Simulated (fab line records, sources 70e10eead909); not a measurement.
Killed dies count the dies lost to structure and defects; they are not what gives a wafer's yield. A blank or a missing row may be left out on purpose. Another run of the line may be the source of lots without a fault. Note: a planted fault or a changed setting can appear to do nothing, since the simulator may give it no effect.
Which tool is to blame? :: flow nandHarc :: 42 wafers from 14 lots sampled at 5 of the route's 1302 steps

WHAT THE GAUGES READ, wafer by wafer
NHARC_P_ZERO_WELL_CD_MEAS_11: target cd 500 nm. Usual: 499.4 nm for cdNm, sd 1.7.
lot: L132
measured: day 2 07:16
on: cdSem-01
cdNm (nm): 496.1 496.8 496.9
flag: 

lot: L133
measured: day 2 17:08
on: cdSem-02
cdNm (nm): 500.1 500.4 500.0
flag: 

lot: L134
measured: day 3 03:15
on: cdSem-02
cdNm (nm): 498.5 497.5 496.0
flag: 

lot: L137
measured: day 4 09:07
on: cdSem-03
cdNm (nm): 542.7 544.2 544.6
flag: OFF

lot: L138
measured: day 4 19:15
on: cdSem-03
cdNm (nm): 501.0 500.5 497.0
flag: 

lot: L139
measured: day 5 05:14
on: cdSem-02
cdNm (nm): 534.4 533.3 534.4
flag: OFF

lot: L140
measured: day 5 15:14
on: cdSem-02
cdNm (nm): 499.2 497.7 498.9
flag: 

lot: L142
measured: day 6 11:14
on: cdSem-01
cdNm (nm): 500.9 500.5 500.8
flag: 

lot: L145
measured: day 7 17:07
on: cdSem-01
cdNm (nm): 498.5 500.0 498.0
flag: 

lot: L146
measured: day 8 03:15
on: cdSem-01
cdNm (nm): 503.7 500.1 501.0
flag: 

lot: L147
measured: day 8 13:15
on: cdSem-03
cdNm (nm): 497.7 498.2 498.9
flag: 

lot: L148
measured: day 8 23:19
on: cdSem-01
cdNm (nm): 501.2 499.9 500.0
flag: 

lot: L151
measured: day 10 05:07
on: cdSem-03
cdNm (nm): 499.6 499.8 500.3
flag: 

lot: L152
measured: day 10 15:07
on: cdSem-03
cdNm (nm): 499.6 499.1 498.7
flag: 

NHARC_P_ZERO_WELL_CD_MEAS_52: target cd 2000 nm. Usual: 1999.8 nm for cdNm, sd 1.9.
lot: L132
measured: day 2 11:58
on: cdSem-02
cdNm (nm): 2000.4 2001.9 1999.9
flag: 

lot: L133
measured: day 2 21:41
on: cdSem-01
cdNm (nm): 2001.7 2000.5 2000.0
flag: 

lot: L134
measured: day 3 07:29
on: cdSem-02
cdNm (nm): 1995.4 1999.8 1998.8
flag: 

lot: L137
measured: day 4 13:40
on: cdSem-01
cdNm (nm): 2001.1 1997.3 1997.0
flag: 

lot: L138
measured: day 4 23:52
on: cdSem-02
cdNm (nm): 2000.2 1999.6 2001.2
flag: 

lot: L139
measured: day 5 09:46
on: cdSem-03
cdNm (nm): 2002.7 1998.2 2000.4
flag: 

lot: L140
measured: day 5 19:46
on: cdSem-01
cdNm (nm): 1998.1 1998.2 1995.6
flag: 

lot: L142
measured: day 6 15:46
on: cdSem-01
cdNm (nm): 1996.3 1996.9 1999.6
flag: 

lot: L145
measured: day 7 21:41
on: cdSem-02
cdNm (nm): 1996.4 2000.1 1999.4
flag: 

lot: L146
measured: day 8 08:01
on: cdSem-02
cdNm (nm): 2005.3 2000.8 2002.2
flag: 

lot: L147
measured: day 8 17:50
on: cdSem-03
cdNm (nm): 1998.5 1995.2 1998.4
flag: 

lot: L148
measured: day 9 03:51
on: cdSem-03
cdNm (nm): 2002.7 1999.3 2000.3
flag: 

lot: L151
measured: day 10 09:42
on: cdSem-01
cdNm (nm): 1999.8 2002.1 2001.1
flag: 

lot: L152
measured: day 10 19:45
on: cdSem-03
cdNm (nm): 1999.8 1999.8 2001.9
flag: 

NHARC_P_STI_INSPECT_25. Usual: 223 for rawDefectCount, sd 78.
lot: L132
measured: day 4 13:42
on: defectInspect-01
rawDefectCount: 115 161 242
flag: 

lot: L133
measured: day 4 23:50
on: defectInspect-01
rawDefectCount: 170 229 169
flag: 

lot: L134
measured: day 5 06:29
on: defectInspect-02
rawDefectCount: 273 326 379
flag: 

lot: L137
measured: day 6 14:55
on: defectInspect-01
rawDefectCount: 201 243 143
flag: 

lot: L138
measured: day 7 07:01
on: defectInspect-01
rawDefectCount: 216 238 159
flag: 

lot: L139
measured: day 7 07:01
on: defectInspect-02
rawDefectCount: 145 183 142
flag: 

lot: L140
measured: day 7 22:43
on: defectInspect-01
rawDefectCount: 216 228 231
flag: 

lot: L142
measured: day 8 11:25
on: defectInspect-02
rawDefectCount: 197 203 212
flag: 

lot: L145
measured: day 10 01:46
on: defectInspect-01
rawDefectCount: 258 283 205
flag: 

lot: L146
measured: day 10 07:35
on: defectInspect-01
rawDefectCount: 283 294 239
flag: 

lot: L147
measured: day 10 22:36
on: defectInspect-02
rawDefectCount: 131 248 302
flag: 

lot: L148
measured: day 11 03:08
on: defectInspect-01
rawDefectCount: 203 171 264
flag: 

lot: L151
measured: day 12 05:40
on: defectInspect-02
rawDefectCount: 212 198 325
flag: 

lot: L152
measured: day 12 15:43
on: defectInspect-02
rawDefectCount: 178 249 211
flag: 

WHAT TOOL EACH LOT RAN ON (gives the tool, then ch and the chambers of the sampled wafers, and finally the start)
lot: L132
NHARC_P_ZERO_WELL_EXPOSE_08: krfScanner-01 ch 0, day 2 07:07
NHARC_P_ZERO_WELL_DESCUM_54: rieDiel-05 ch 0,1,3, day 2 12:10

lot: L133
NHARC_P_ZERO_WELL_EXPOSE_08: krfScanner-01 ch 0, day 2 16:59
NHARC_P_ZERO_WELL_DESCUM_54: rieDiel-11 ch 1,3, day 2 21:50

lot: L134
NHARC_P_ZERO_WELL_EXPOSE_08: krfScanner-04 ch 0, day 3 03:06
NHARC_P_ZERO_WELL_DESCUM_54: rieDiel-11 ch 1,2,3, day 3 07:41

lot: L137
NHARC_P_ZERO_WELL_EXPOSE_08: krfScanner-04 ch 0, day 4 08:58
NHARC_P_ZERO_WELL_DESCUM_54: rieDiel-05 ch 1,3, day 4 14:09

lot: L138
NHARC_P_ZERO_WELL_EXPOSE_08: krfScanner-02 ch 0, day 4 19:06
NHARC_P_ZERO_WELL_DESCUM_54: rieDiel-05 ch 0,3, day 5 00:02

lot: L139
NHARC_P_ZERO_WELL_EXPOSE_08: krfScanner-04 ch 0, day 5 05:05
NHARC_P_ZERO_WELL_DESCUM_54: rieDiel-04 ch 1,2,3, day 5 09:56

lot: L140
NHARC_P_ZERO_WELL_EXPOSE_08: krfScanner-01 ch 0, day 5 15:05
NHARC_P_ZERO_WELL_DESCUM_54: rieDiel-11 ch 0,1,2, day 5 19:57

lot: L142
NHARC_P_ZERO_WELL_EXPOSE_08: krfScanner-02 ch 0, day 6 11:05
NHARC_P_ZERO_WELL_DESCUM_54: rieDiel-04 ch 1,2,3, day 6 15:57

lot: L145
NHARC_P_ZERO_WELL_EXPOSE_08: krfScanner-01 ch 0, day 7 16:58
NHARC_P_ZERO_WELL_DESCUM_54: rieDiel-04 ch 1,2, day 7 21:50

lot: L146
NHARC_P_ZERO_WELL_EXPOSE_08: krfScanner-02 ch 0, day 8 03:07
NHARC_P_ZERO_WELL_DESCUM_54: rieDiel-05 ch 2,3, day 8 08:12

lot: L147
NHARC_P_ZERO_WELL_EXPOSE_08: krfScanner-01 ch 0, day 8 13:06
NHARC_P_ZERO_WELL_DESCUM_54: rieDiel-05 ch 1,3, day 8 18:02

lot: L148
NHARC_P_ZERO_WELL_EXPOSE_08: krfScanner-02 ch 0, day 8 23:10
NHARC_P_ZERO_WELL_DESCUM_54: rieDiel-11 ch 0,1,3, day 9 04:01

lot: L151
NHARC_P_ZERO_WELL_EXPOSE_08: krfScanner-02 ch 0, day 10 04:58
NHARC_P_ZERO_WELL_DESCUM_54: rieDiel-11 ch 0,1,2, day 10 12:19

lot: L152
NHARC_P_ZERO_WELL_EXPOSE_08: krfScanner-02 ch 0, day 10 14:59
NHARC_P_ZERO_WELL_DESCUM_54: rieDiel-11 ch 0,1,2, day 10 20:11
- NHARC_P_ZERO_WELL_EXPOSE_08: exposes mask P ZERO, target cd 500 nm.
- NHARC_P_ZERO_WELL_DESCUM_54: chemistry O2, time 3 s.

AS READ BY THE TOOLS THEMSELVES (means over the sampled wafers that have a number; for cases with no such wafer, the mark the record gives instead)
NHARC_P_ZERO_WELL_EXPOSE_08. Usual: 33.79 for exposureDoseMJCm2, sd 0.032.
lot: L132
tool: krfScanner-01
exposureDoseMJCm2: 33.79
flag: 

lot: L133
tool: krfScanner-01
exposureDoseMJCm2: 33.79
flag: 

lot: L134
tool: krfScanner-04
exposureDoseMJCm2: 33.83
flag: 

lot: L137
tool: krfScanner-04
exposureDoseMJCm2: 43.04
flag: OFF

lot: L138
tool: krfScanner-02
exposureDoseMJCm2: 33.81
flag: 

lot: L139
tool: krfScanner-04
exposureDoseMJCm2: 41.23
flag: OFF

lot: L140
tool: krfScanner-01
exposureDoseMJCm2: 33.79
flag: 

lot: L142
tool: krfScanner-02
exposureDoseMJCm2: 33.78
flag: 

lot: L145
tool: krfScanner-01
exposureDoseMJCm2: 33.81
flag: 

lot: L146
tool: krfScanner-02
exposureDoseMJCm2: 33.76
flag: 

lot: L147
tool: krfScanner-01
exposureDoseMJCm2: 33.73
flag: 

lot: L148
tool: krfScanner-02
exposureDoseMJCm2: 33.83
flag: 

lot: L151
tool: krfScanner-02
exposureDoseMJCm2: 33.83
flag: 

lot: L152
tool: krfScanner-02
exposureDoseMJCm2: 33.78
flag: 

NHARC_P_ZERO_WELL_DESCUM_54. Usual: drypumpMotorCurrentA 5.8 A, standard deviation 0.54; oesProductAu 1.003 a.u., standard deviation 0.0097; rfVppV 57.6 V, standard deviation 0.91; showerheadPlenumPTorr 1.89 Torr, standard deviation 0.087; throttleValvePct 11.310 %, standard deviation 0.0095.
lot: L132
tool: rieDiel-05
drypumpMotorCurrentA (A): 5.7
oesProductAu (a.u.): 1.005
rfVppV (V): 57.4
showerheadPlenumPTorr (Torr): 1.91
throttleValvePct (%): 11.311
flag: 

lot: L133
tool: rieDiel-11
drypumpMotorCurrentA (A): 5.8
oesProductAu (a.u.): 1.007
rfVppV (V): 57.3
showerheadPlenumPTorr (Torr): 1.87
throttleValvePct (%): 11.305
flag: 

lot: L134
tool: rieDiel-11
drypumpMotorCurrentA (A): 5.7
oesProductAu (a.u.): 1.006
rfVppV (V): 57.3
showerheadPlenumPTorr (Torr): 1.88
throttleValvePct (%): 11.314
flag: 

lot: L137
tool: rieDiel-05
drypumpMotorCurrentA (A): 5.5
oesProductAu (a.u.): 1.010
rfVppV (V): 57.1
showerheadPlenumPTorr (Torr): 1.83
throttleValvePct (%): 11.300
flag: 

lot: L138
tool: rieDiel-05
drypumpMotorCurrentA (A): 5.2
oesProductAu (a.u.): 1.005
rfVppV (V): 57.1
showerheadPlenumPTorr (Torr): 1.87
throttleValvePct (%): 11.310
flag: 

lot: L139
tool: rieDiel-04
drypumpMotorCurrentA (A): 5.8
oesProductAu (a.u.): 1.001
rfVppV (V): 58.4
showerheadPlenumPTorr (Torr): 1.88
throttleValvePct (%): 11.321
flag: 

lot: L140
tool: rieDiel-11
drypumpMotorCurrentA (A): 5.9
oesProductAu (a.u.): 0.996
rfVppV (V): 57.8
showerheadPlenumPTorr (Torr): 1.91
throttleValvePct (%): 11.312
flag: 

lot: L142
tool: rieDiel-04
drypumpMotorCurrentA (A): 5.8
oesProductAu (a.u.): 1.006
rfVppV (V): 58.3
showerheadPlenumPTorr (Torr): 1.88
throttleValvePct (%): 11.317
flag: 

lot: L145
tool: rieDiel-04
drypumpMotorCurrentA (A): 5.5
oesProductAu (a.u.): 1.002
rfVppV (V): 57.4
showerheadPlenumPTorr (Torr): 1.82
throttleValvePct (%): 11.308
flag: 

lot: L146
tool: rieDiel-05
drypumpMotorCurrentA (A): 5.4
oesProductAu (a.u.): 1.007
rfVppV (V): 56.8
showerheadPlenumPTorr (Torr): 1.81
throttleValvePct (%): 11.304
flag: 

lot: L147
tool: rieDiel-05
drypumpMotorCurrentA (A): 5.5
oesProductAu (a.u.): 1.011
rfVppV (V): 56.7
showerheadPlenumPTorr (Torr): 1.82
throttleValvePct (%): 11.312
flag: 

lot: L148
tool: rieDiel-11
drypumpMotorCurrentA (A): 6.0
oesProductAu (a.u.): 0.995
rfVppV (V): 57.1
showerheadPlenumPTorr (Torr): 1.90
throttleValvePct (%): 11.302
flag: 

lot: L151
tool: rieDiel-11
drypumpMotorCurrentA (A): 5.9
oesProductAu (a.u.): 1.002
rfVppV (V): 57.6
showerheadPlenumPTorr (Torr): 1.90
throttleValvePct (%): 11.307
flag: 

lot: L152
tool: rieDiel-11
drypumpMotorCurrentA (A): 6.0
oesProductAu (a.u.): 0.999
rfVppV (V): 57.6
showerheadPlenumPTorr (Torr): 1.90
throttleValvePct (%): 11.318
flag: 

THE ANSWER, worked out from the rows above alone
Rule: a lot is off if the mean of its wafers that have a number lies more than 3 standard deviations from the usual mean. Also off: a lot with no number at a reading for which 4 or more lots have one. Any other lot the step has rows for is counted as sound. First the gauges in route order, then the tools' own readings, where a lot's mean is used as printed above. At the first step where some lot is off, the reading lying furthest off is the one used; lots without a number count as furthest.
Off: L137, L139, at NHARC_P_ZERO_WELL_CD_MEAS_11 (cdNm).
A tool fits if, at a process step before that reading, it ran every lot that is off, and no sound lot after the first of them. The gauges at NHARC_P_ZERO_WELL_CD_MEAS_11 aren't tried: what is off there is off at NHARC_P_ZERO_WELL_EXPOSE_08 too, on other tools, and a gauge's error can't cause that. One candidate fits, namely krfScanner-04 at NHARC_P_ZERO_WELL_EXPOSE_08. Its last sound lot is L134 (day 3 03:06), its first lot that is off L137 (day 4 08:58): a fault that began between those two fits.
The tool's own readings at NHARC_P_ZERO_WELL_EXPOSE_08 bear it out: on the lots that are off they differ by more than 5 times the standard deviation of the sound lots' means. exposureDoseMJCm2 reads 42.13 there against 33.79 on the sound lots.

WHAT HAD BEEN PUT IN BY THE SIMULATOR
Process parameters drifting: krfScanner-04 at NHARC_P_ZERO_WELL_EXPOSE_08, beginning at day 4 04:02. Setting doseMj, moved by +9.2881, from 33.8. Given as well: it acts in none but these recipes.
Lots struck among those shown: L137, L139. The rule above found the same.
